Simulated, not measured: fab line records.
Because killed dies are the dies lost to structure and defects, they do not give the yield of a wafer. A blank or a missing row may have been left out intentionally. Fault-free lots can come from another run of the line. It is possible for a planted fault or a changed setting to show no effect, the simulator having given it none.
fab line records + flow nand_harc
record:
- lots: 6
- wafers: 18
- last_day: 25
route steps=1159 shown P_CONTACT@219 END@1159
lots that met no fault: taken from a fault-free run of the same line
start_h: hours from the record's first day to the start of the lot's first wafer shown + wait_h: hours since the lot's step before + " same as the row above + L1.1+2: one row covering several wafers at once + - value missing, or start not given + * or withheld: withheld + < > ~ a bound
route shown NAME@n: a module of which the file shows steps, and the number in the route of the first + usual: mean and standard deviation over wafers with no fault + same: alike in all rows + chamber/n: place in a boat + sites: per-site readings + _std_site: the values' standard deviation + _edge_site: inner sites' mean taken away from outer sites' mean + radius_mm: how far each site lies from the wafer's centre + mask NAME#n: copy n + behind: tool/chamber where the wafer was last shaped + hold: cause of the lot's hold/its duration in hours/its outcome + device: transistor that didn't switch, given as n, p or np + end of line: at the end of the route, the tests of the same wafers + for a step that has no rows: nothing shown but its recipe + killed: not the wafer's yield, but the dies lost to structure and defects at the first sort + map: shows each die of a wafer: x if killed, . if not, _ if none is there
set.NAME: the run value of the setting; set.NAME@STEP: its run value at that earlier step + model.NAME: the simulator's own value behind a step, which no gauge read
lots seen at some steps along the route; tables by step, rows by wafer
services: the hour from which a tool's chamber was out of use, counted from the record's first day as start_h (under 0 if before that day), plus the number of hours and why
== steps ==
step: NHARC_P_CONTACT_CMP_01
recipe:
- target_thk_nm: 200
- material: SiO2
usual:
- motor_current_A: 12.1/1.3
| lot.wafer | tool   | chamber | start_h | wait_h | motor_current_A |
|-----------|--------|---------|---------|--------|-----------------|
| L174.1    | cmp-02 | 2       | 121.09  | -      | 10.2            |
| L174.2    | "      | 3       | "       | "      | 12.1            |
| L174.6    | "      | 2       | "       | "      | 10.6            |
| L181.2    | cmp-01 | 2       | 158.26  | -      | 14.0            |
| L181.3    | "      | 3       | "       | "      | 11.3            |
| L181.5    | "      | 2       | "       | "      | 13.9            |
| L187.4    | cmp-03 | 1       | 204.02  | -      | 12.9            |
| L187.3    | "      | 2       | "       | "      | 13.2            |
| L187.6    | "      | 1       | "       | "      | 12.6            |
| L190.1    | cmp-01 | 0       | 215.47  | -      | 13.0            |
| L190.4    | "      | 1       | "       | "      | 11.3            |
| L190.5    | "      | 3       | "       | "      | 11.8            |
| L194.3    | cmp-02 | 3       | 236.72  | -      | 12.1            |
| L194.4    | "      | 0       | "       | "      | 11.3            |
| L194.6    | "      | 1       | "       | "      | 9.3             |
| L195.1    | cmp-03 | 3       | 247.01  | 0.5    | 12.7            |
| L195.4    | "      | 2       | "       | "      | 12.4            |
| L195.6    | "      | 0       | "       | "      | 11.7            |
step: NHARC_P_CONTACT_SRD_03
step: NHARC_P_CONTACT_DEHYDRATE_04
recipe:
- temp_c: 150
- time_s: 120
step: NHARC_P_CONTACT_HMDS_05
recipe:
- time_s: 30
step: NHARC_P_CONTACT_COAT_33
recipe:
- temp_c: 260
- time_s: 75
step: NHARC_P_CONTACT_COAT_34
recipe:
- temp_c: 225
- time_s: 65
step: NHARC_P_CONTACT_COAT_06
recipe:
- spin_rpm: 1500
- resist_thk_nm: 90
step: NHARC_P_CONTACT_SOFTBAKE_07
recipe:
- temp_c: 105
- time_s: 55
step: NHARC_P_CONTACT_EBR_08
step: NHARC_P_CONTACT_EXPOSE_09
recipe:
- na: 1.35
- target_cd_nm: 90
- dose_mj: 81.26
- mask_id: P_CA
step: NHARC_P_CONTACT_PEB_10
recipe:
- peb_temp_c: 100
- peb_time_s: 65
step: NHARC_P_CONTACT_DEVELOP_11
recipe:
- develop_time_s: 35
- dev_temp_c: 23
usual:
- developer_temp_C: 22.98/0.11
- resist_line_temp_C: 22.99/0.097
| lot.wafer | tool           | chamber | start_h | wait_h | developer_temp_C | resist_line_temp_C |
|-----------|----------------|---------|---------|--------|------------------|--------------------|
| L174.1    | litho_track-04 | 0       | 121     | -      | 23.09            | 23.12              |
| L174.2    | "              | 0       | "       | "      | 22.95            | 22.97              |
| L174.6    | "              | 0       | "       | "      | 23.18            | 23.02              |
| L181.2    | litho_track-01 | 0       | 158     | -      | 23.19            | 23.06              |
| L181.3    | "              | 0       | "       | "      | 23.10            | 22.88              |
| L181.5    | "              | 0       | "       | "      | 23.04            | 23.11              |
| L187.3    | litho_track-01 | 0       | 204     | -      | 24.01            | 23.02              |
| L187.4    | "              | 0       | "       | "      | 24.05            | 22.92              |
| L187.6    | "              | 0       | "       | "      | 24.03            | 23.05              |
| L190.1    | litho_track-01 | 0       | 216     | -      | 23.79            | 22.91              |
| L190.4    | "              | 0       | "       | "      | 23.81            | 23.04              |
| L190.5    | "              | 0       | "       | "      | 23.80            | 23.07              |
| L194.3    | litho_track-06 | 0       | 237     | -      | 22.94            | 23.20              |
| L194.4    | "              | 0       | "       | "      | 22.87            | 23.06              |
| L194.6    | "              | 0       | "       | "      | 22.80            | 23.06              |
| L195.1    | litho_track-06 | 0       | 247     | -      | 22.89            | 22.97              |
| L195.4    | "              | 0       | "       | "      | 22.88            | 23.16              |
| L195.6    | "              | 0       | "       | "      | 23.00            | 23.08              |
step: NHARC_P_CONTACT_CD_MEAS_12
recipe:
- target_cd_nm: 90
- landing_energy_ev: 500
usual:
- cd_nm: 89.9/0.65
| lot.wafer | tool      | chamber | start_h | wait_h | cd_nm |
|-----------|-----------|---------|---------|--------|-------|
| L174.1    | cd_sem-02 | 0       | 121.77  | -      | 89.9  |
| L174.2    | "         | 0       | "       | "      | 89.9  |
| L174.6    | "         | 0       | "       | "      | 90.7  |
| L181.2    | cd_sem-02 | 0       | 159.07  | -      | 89.6  |
| L181.3    | "         | 0       | "       | "      | 91.0  |
| L181.5    | "         | 0       | "       | "      | 91.1  |
| L187.3    | cd_sem-01 | 0       | 204.85  | -      | 88.5  |
| L187.4    | "         | 0       | "       | "      | 90.5  |
| L187.6    | "         | 0       | "       | "      | 89.7  |
| L190.1    | cd_sem-03 | 0       | 216.25  | -      | 89.6  |
| L190.4    | "         | 0       | "       | "      | 89.1  |
| L190.5    | "         | 0       | "       | "      | 89.9  |
| L194.3    | cd_sem-02 | 0       | 237.51  | -      | 90.1  |
| L194.4    | "         | 0       | "       | "      | 91.0  |
| L194.6    | "         | 0       | "       | "      | 90.7  |
| L195.1    | cd_sem-03 | 0       | 247.72  | -      | 90.1  |
| L195.4    | "         | 0       | "       | "      | 90.9  |
| L195.6    | "         | 0       | "       | "      | 90.1  |
step: NHARC_END_SORT_01
recipe:
- temp_c: 25
usual:
- killed_at_array: 25/9.7
- killed_at_other: 0.7/0.87
- killed_at_periphery: 3.3/2.3
- killed_dies: 29/11
- killed_open: 3.6/2.1
- killed_short: 2.3/1.7
same:
- gross_dies: 677
| lot.wafer | tool      | chamber | start_h | wait_h | killed_at_array | killed_at_other | killed_at_periphery | killed_dies | killed_open | killed_short |
|-----------|-----------|---------|---------|--------|-----------------|-----------------|---------------------|-------------|-------------|--------------|
| L174.1    | prober-02 | 0       | 451.76  | 2.5    | 27              | 1               | 10                  | 38          | 3           | 2            |
| L174.2    | prober-02 | 0       | 452.57  | 2.8    | 31              | 0               | 8                   | 39          | 4           | 5            |
| L174.6    | prober-02 | 0       | 455.80  | 4.0    | 30              | 1               | 4                   | 35          | 0           | 0            |
| L181.2    | prober-01 | 0       | 481.65  | 2.8    | 21              | 3               | 2                   | 26          | 2           | 0            |
| L181.3    | prober-01 | 0       | 482.46  | 3.1    | 23              | 1               | 1                   | 25          | 8           | 1            |
| L181.5    | prober-01 | 0       | 484.06  | 3.7    | 24              | 5               | 3                   | 32          | 2           | 0            |
| L187.3    | prober-02 | 0       | 534.76  | 3.1    | 34              | 2               | 2                   | 38          | 6           | 8            |
| L187.4    | prober-02 | 0       | 535.56  | 3.4    | 28              | 0               | 1                   | 29          | 2           | 1            |
| L187.6    | prober-02 | 0       | 537.16  | 4.0    | 28              | 3               | 1                   | 32          | 3           | 1            |
| L195.1    | prober-01 | 0       | 590.34  | 2.5    | 36              | 1               | 3                   | 40          | 5           | 2            |
| L195.4    | prober-01 | 0       | 592.73  | 3.4    | 35              | 1               | 5                   | 41          | 5           | 1            |
| L195.6    | prober-01 | 0       | 594.32  | 4.0    | 36              | 1               | 4                   | 41          | 2           | 0            |
killed by level:class
L174.1 A_SLIT:chamber_film_flake=13 A_CHANNEL_HOLE_D1:chamber_film_flake=9 P_M1:chamber_film_flake=7 P_M0:geometric_particle:open=1 A_ONON_D1:geometric_particle:open=1 A_CHANNEL_FILL_D1:geometric_particle:short=1 A_WL_FILL:geometric_particle:short=1 A_CONTACT:geometric_particle:open=1
L174.2 A_SLIT:chamber_film_flake=10 A_CHANNEL_HOLE_D1:chamber_film_flake=9 A_CONTACT:chamber_film_flake=4 P_M1:chamber_film_flake=3 P_M1:geometric_particle:open=2 A_CHANNEL_HOLE_D1:geometric_particle:short=2 A_WL_FILL:geometric_particle:short=2 P_STI:chamber_film_flake=2
L174.6 A_SLIT:chamber_film_flake=13 A_CHANNEL_HOLE_D1:chamber_film_flake=10 A_CONTACT:chamber_film_flake=5 P_M1:chamber_film_flake=4 A_STAIRCASE:chamber_film_flake=2 THIN_TSV:chamber_film_flake=1
L181.2 A_CHANNEL_HOLE_D1:chamber_film_flake=16 A_CONTACT:chamber_film_flake=3 THIN_TSV:chamber_film_flake=3 P_CONTACT:geometric_particle:open=1 A_M0:geometric_particle:open=1 P_GATE:chamber_film_flake=1 A_STAIRCASE:chamber_film_flake=1
L181.3 A_CHANNEL_HOLE_D1:chamber_film_flake=10 A_CONTACT:chamber_film_flake=3 A_BLC:geometric_particle:open=2 P_M0:geometric_particle:open=1 A_SOURCE_PLATE:geometric_particle:open=1 A_SOURCE_PLATE:geometric_particle:short=1 A_ONON_D1:geometric_particle:open=1 A_STAIRCASE:geometric_particle:open=1
L181.5 A_CHANNEL_HOLE_D1:chamber_film_flake=20 THIN_TSV:chamber_film_flake=4 P_GATE:chamber_film_flake=2 A_CONTACT:chamber_film_flake=2 A_SOURCE_PLATE:geometric_particle:open=1 STARTING-WAFER:geometric_particle:open=1 P_STI:chamber_film_flake=1 A_ZERO_WELL:chamber_film_flake=1
L187.3 A_SLIT:chamber_film_flake=11 A_ONON_D1:geometric_particle:short=4 A_CONTACT:chamber_film_flake=4 A_CONTACT:geometric_particle:open=3 A_CHANNEL_HOLE_D1:chamber_film_flake=3 A_ONON_D1:geometric_particle:open=2 THIN_TSV:chamber_film_flake=2 A_SOURCE_PLATE:geometric_particle:short=1
L187.4 A_SLIT:chamber_film_flake=12 A_CHANNEL_HOLE_D1:chamber_film_flake=8 A_CONTACT:chamber_film_flake=4 P_M1:geometric_particle:open=1 A_SOURCE_PLATE:geometric_particle:short=1 A_ONON_D1:geometric_particle:open=1 A_STAIRCASE:chamber_film_flake=1 A_WL_FILL:chamber_film_flake=1
L187.6 A_SLIT:chamber_film_flake=9 A_CHANNEL_HOLE_D1:chamber_film_flake=7 A_CONTACT:chamber_film_flake=5 THIN_TSV:chamber_film_flake=3 A_STAIRCASE:chamber_film_flake=3 P_CONTACT:geometric_particle:open=1 A_ONON_D1:geometric_particle:open=1 A_WL_FILL:geometric_particle:short=1
L195.1 A_SLIT:chamber_film_flake=17 A_CONTACT:chamber_film_flake=6 A_CHANNEL_HOLE_D1:chamber_film_flake=4 A_BLC:geometric_particle:open=3 P_M2:chamber_film_flake=2 A_STAIRCASE:chamber_film_flake=2 P_CONTACT:geometric_particle:open=1 A_SOURCE_PLATE:geometric_particle:short=1
L195.4 A_SLIT:chamber_film_flake=19 A_CHANNEL_HOLE_D1:chamber_film_flake=6 A_STAIRCASE:chamber_film_flake=4 A_SGD_CUT:geometric_particle:open=2 P_M0:chamber_film_flake=2 P_M2:chamber_film_flake=2 P_GATE:geometric_particle:open=1 A_CHANNEL_FILL_D1:geometric_particle:open=1
L195.6 A_CHANNEL_HOLE_D1:chamber_film_flake=15 A_SLIT:chamber_film_flake=11 A_CONTACT:chamber_film_flake=6 A_STAIRCASE:chamber_film_flake=3 P_M2:chamber_film_flake=2 P_M0:geometric_particle:open=1 A_ONON_D1:geometric_particle:open=1 P_GATE:chamber_film_flake=1
== services ==
| tool           | chamber | start_h | hours | kind                           |
|----------------|---------|---------|-------|--------------------------------|
| litho_track-06 | -       | 117.00  | 7.0   | pm                             |
| cmp-02         | -       | 123.36  | 1.9   | repair                         |
| cmp-03         | -       | 136.97  | 4.2   | repair                         |
| litho_track-04 | -       | 141.00  | 7.0   | pm                             |
| cmp-02         | -       | 148.61  | 4.0   | pm                             |
| cmp-02         | -       | 152.61  | -     | consumable_replace:conditioner |
| cmp-02         | -       | 152.61  | -     | consumable_replace:pad         |
| cmp-03         | -       | 160.36  | 4.0   | pm                             |
| cmp-03         | -       | 164.36  | -     | consumable_replace:conditioner |
| cmp-03         | -       | 164.36  | -     | consumable_replace:pad         |
| cmp-01         | -       | 179.69  | 4.0   | pm                             |
| cmp-01         | -       | 183.69  | -     | consumable_replace:conditioner |
| cmp-01         | -       | 183.69  | -     | consumable_replace:pad         |
| cmp-03         | -       | 186.84  | 3.4   | repair                         |
| cmp-02         | -       | 206.51  | 1.8   | repair                         |
| cmp-02         | -       | 222.68  | 1.0   | repair                         |
| cmp-03         | -       | 239.48  | 0.4   | repair                         |
| cmp-02         | -       | 246.61  | 4.0   | pm                             |
== key ==
first_sign:
- step: NHARC_P_CONTACT_DEVELOP_11
- reading: developer_temp_C
- direction: up
- sigmas: 8.4
- usual: *
- struck: *
effect none on later readings
met_at NHARC_P_CONTACT_DEVELOP_11
struck_wafers L187.3,L187.4,L187.6,L190.1,L190.4,L190.5
tester_left_out L187,L190
fault:
- kind: process_parameter_drift
- tool: litho_track-01
- chamber: -
- onset_h: 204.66
- steps: NHARC_P_CONTACT_DEVELOP_11
- channel: dev_temp_c
- offset: *
- shape: step
- end_h: 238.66
- acts_in: *
- stated: *
tester_left_out: of these lots the tester's yield and bins aren't shown, on N5 and GAA mostly nor the transistor test; their killed dies are dies lost to structure and defects alone, not to doping, threshold or leakage, so they don't give the yield
